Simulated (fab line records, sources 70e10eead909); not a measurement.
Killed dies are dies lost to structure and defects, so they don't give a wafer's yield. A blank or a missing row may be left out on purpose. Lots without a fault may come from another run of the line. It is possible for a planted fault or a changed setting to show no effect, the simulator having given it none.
A struck lot beside a sound one + flow nand_harc + 15 out of 1159 route steps
Sound: these wafers, L571.1, L571.2, L571.5. Struck: wafer L578.1. (L578.3, L578.4 of the same lot were not struck and are left out.) The cause comes at the end.
Per side, at each step with rows, come the tool, then ch with its chambers, and then its first start. Under that, the readings that differ: sound wafers + struck wafers + difference of the means + sigmas: that difference in standard deviations of wafers without a fault.
alike: readings with means less than 2 such deviations apart, plus words and numbers identical on both sides. not compared: withheld readings, readings lacking a value on some wafer, bounds such as >300 that could conceal the same value, and numbers that have no deviation in the record and whose values overlap.
A row with sigmas, a row that says differs or no value, or rows on one side alone: a step with any of these is where the two part. Non-overlapping numbers with no deviation appear without sigmas and do not part them. Lack of a reading on every wafer of one side parts them only where that side has two or more wafers.

first, 1 step without rows for these wafers: NHARC_A_ONON_D1_DEP_12 (target thk 1000 nm).
NHARC_A_ONON_D1_THK_MEAS_14: measures by ellipsometry.
  sound: film_metro-02 at day 8 19:10; struck: film_metro-02 at day 11 13:11
  alike: thk_nm
then, 2 steps without rows for these wafers: NHARC_A_ONON_D1_ANNEAL_15 (time 3600 s); NHARC_A_ONON_D1_DEP_16 (target thk 1000 nm).
NHARC_A_ONON_D1_THK_MEAS_18: measures by ellipsometry.
  sound: film_metro-01 at day 9 02:20; struck: film_metro-01 at day 11 20:09
  alike: thk_nm
next comes 1 step that has no rows for these wafers: NHARC_A_ONON_D1_DEP_19 (target thickness 1000 nm).
NHARC_A_ONON_D1_THK_MEAS_21: measures by ellipsometry.
  sound: film_metro-01 at day 9 02:53; struck: film_metro-01 at day 11 21:08
  alike: thk_nm
next comes 1 step that has no rows for these wafers: NHARC_A_ONON_D1_DEP_22 (target thickness 1000 nm).
NHARC_A_ONON_D1_THK_MEAS_24: measures by ellipsometry.
  sound: film_metro-01 at day 9 03:27; struck: film_metro-02 at day 11 22:08
  alike: thk_nm
next comes 1 step that has no rows for these wafers: NHARC_A_ONON_D1_DEP_25 (target thickness 1000 nm).
NHARC_A_ONON_D1_THK_MEAS_27: measures by ellipsometry.
  sound: film_metro-02 at day 9 04:01; struck: film_metro-01 at day 11 22:41
  alike: thk_nm
NHARC_A_ONON_D1_DEP_28: target thk 1000 nm.
  sound on pecvd_onon-02 ch 0, day 9 04:05; struck on pecvd_onon-01 ch 0, day 11 22:44
NHARC_A_ONON_D1_THK_MEAS_30: measures by ellipsometry.
  sound: film_metro-01 at day 9 04:35; struck: film_metro-01 at day 11 23:16
| reading     | sound          | struck | difference | sigmas |
|-------------|----------------|--------|------------|--------|
| thk_nm (nm) | 1018 1016 1017 | 746    | -271       | -23    |
NHARC_A_ONON_D1_DEP_33: deposits SiO2, target thk 200 nm.
  sound on pecvd-02 ch 0,1,2, day 9 04:39; struck on pecvd-02 ch 2, day 11 23:20
  alike: heater_power_w, throttle_valve_pct
-- record jumps: 12 days between struck wafers' starts before vs after; left off in module A_ONON_D1, resumes in module END, first step shown is number 1159 of the route --
NHARC_END_SORT_01:
  only the struck wafers appear in the record here, on prober-01 ch 0 at day 23 21:34; the sound ones have no rows

## WHERE THEY PART
Last at NHARC_END_SORT_01 as far as this record goes, first at NHARC_A_ONON_D1_THK_MEAS_30.

WHY: the cause the simulator had injected
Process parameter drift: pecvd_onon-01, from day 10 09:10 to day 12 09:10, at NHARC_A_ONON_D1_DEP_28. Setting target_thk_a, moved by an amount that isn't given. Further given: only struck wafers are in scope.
